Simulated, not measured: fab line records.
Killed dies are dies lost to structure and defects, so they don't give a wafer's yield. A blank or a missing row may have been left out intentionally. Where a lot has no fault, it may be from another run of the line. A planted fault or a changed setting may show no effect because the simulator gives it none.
Struck lot and sound lot, side by side :: flow nandHarc :: 20 out of 1159 route steps
Sound: these wafers, L327.3, L327.5, L327.6. The struck wafers were L337.2, L337.5, L337.6. The cause is named last.
Each step with rows lists, per side, the tool, then ch with its chambers, then its first start. Under that, the readings that differ: sound wafers :: struck wafers :: difference of the means :: sigmas: that difference in standard deviations of wafers without a fault.
alike: readings with means less than 2 such deviations apart, plus words and numbers identical on both sides. not compared: withheld readings, readings lacking a value on some wafer, bounds such as >300 that could conceal the same value, and numbers that have no deviation in the record and whose values overlap.
Wherever a step has rows on one side only, a row that says differs or no value, or a row with sigmas, the two part there. Non-overlapping numbers with no deviation appear without sigmas and do not part them. A reading missing from all wafers of one side parts the sides only when that side holds two or more wafers.

NHARC_P_GATE_CD_MEAS_59: the cd target is 720 nm.
  sound on cdSem-03 ch 0, day 5 12:11; struck on cdSem-03 ch 0, day 8 10:45
  alike: cdNm
then, 1 step without rows for these wafers: NHARC_P_GATE_HARDBAKE_60 (time 80 s).
NHARC_P_GATE_DESCUM_61: chemistry O2, time 3 s.
  sound on rieDiel-01 ch 1,2, day 5 12:20; struck on rieDiel-08 ch 0,1,2, day 8 10:56
  alike: drypumpMotorCurrentA, oesProductAu, rfVppV, showerheadPlenumPTorr, throttleValvePct
  not compared: rfHoursCounterH
next, for these wafers, 1 step has no rows: NHARC_P_GATE_IMPLANT_62.
NHARC_P_GATE_STRIP_112: strips in N2/H2, time 200 s.
  sound on plasmaAsher-02 ch 0,1, day 5 13:19; struck on plasmaAsher-01 ch 0,1, day 8 11:20
  alike: drypumpMotorCurrentA, heaterPowerW
  not compared: rfHoursCounterH
NHARC_P_GATE_STRIP_76: strips in O2.
  sound on plasmaAsher-02 ch 0,1, day 5 13:31; struck on plasmaAsher-01 ch 0,1, day 8 11:33
  alike: drypumpMotorCurrentA, heaterPowerW
  not compared: rfHoursCounterH
then, 6 steps without rows for these wafers: NHARC_P_GATE_STRIP_63 (strips in SPM, time 900 s); NHARC_P_GATE_DEHYDRATE_83 (time 120 s); NHARC_P_GATE_HMDS_84 (time 30 s); NHARC_P_GATE_COAT_85; NHARC_P_GATE_SOFTBAKE_86 (time 95 s); NHARC_P_GATE_EBR_87.
NHARC_P_GATE_EXPOSE_88: exposes mask P HVN, target cd 2000 nm.
  sound on krfScanner-02 ch 0, day 5 14:15; struck on krfScanner-04 ch 0, day 8 12:19
reading: mask
sound: P_HVN#0 P_HVN#0 P_HVN#0
struck: P_HVN_R1#0 P_HVN_R1#0 P_HVN_R1#0
difference: differs
sigmas: 
then, 2 steps without rows for these wafers: NHARC_P_GATE_PEB_89 (peb time 85 s); NHARC_P_GATE_DEVELOP_90 (time 70 s).
NHARC_P_GATE_CD_MEAS_91: the cd target is 2000 nm.
  sound on cdSem-03 ch 0, day 5 14:25; struck on cdSem-01 ch 0, day 8 12:28
reading: cdNm (nm)
sound: 2001.3 2001.6 2000.6
struck: 1976.0 1975.5 1976.3
difference: -25.2
sigmas: -18
then, 1 step without rows for these wafers: NHARC_P_GATE_HARDBAKE_92 (time 80 s).
NHARC_P_GATE_DESCUM_93: chemistry O2, time 3 s.
  sound on rieDiel-01 ch 2,3, day 5 14:34; struck on rieDiel-08 ch 0,2,3, day 8 12:39
reading: model.P_GATE.cdNm (nm)
sound: 2000 2002 2000
struck: 1976 1975 1977
difference: -25
sigmas: 
  alike: drypumpMotorCurrentA, oesProductAu, rfVppV, showerheadPlenumPTorr, throttleValvePct
  not compared: rfHoursCounterH
next, for these wafers, 1 step has no rows: NHARC_P_GATE_IMPLANT_94.
-- the record jumps here: 14 days lie between the struck wafers' starts before and after (it left off in module P_GATE and takes up again in module END, whose first step shown is number 1159 of the route) --
NHARC_END_SORT_01:
  sound on prober-01 ch 0, day 19 13:14; struck on prober-02 ch 0, day 22 12:20
  alike: killedAtArray, killedAtOther, killedAtPeriphery, killedDies, killedOpen, killedShort

## WHERE THEY PART
Earliest at NHARC_P_GATE_EXPOSE_88; latest, in this record, at NHARC_P_GATE_CD_MEAS_91. Later steps at which nothing parts them and some readings are alike: NHARC_P_GATE_DESCUM_93, NHARC_END_SORT_01.

WHY: the cause the simulator had injected
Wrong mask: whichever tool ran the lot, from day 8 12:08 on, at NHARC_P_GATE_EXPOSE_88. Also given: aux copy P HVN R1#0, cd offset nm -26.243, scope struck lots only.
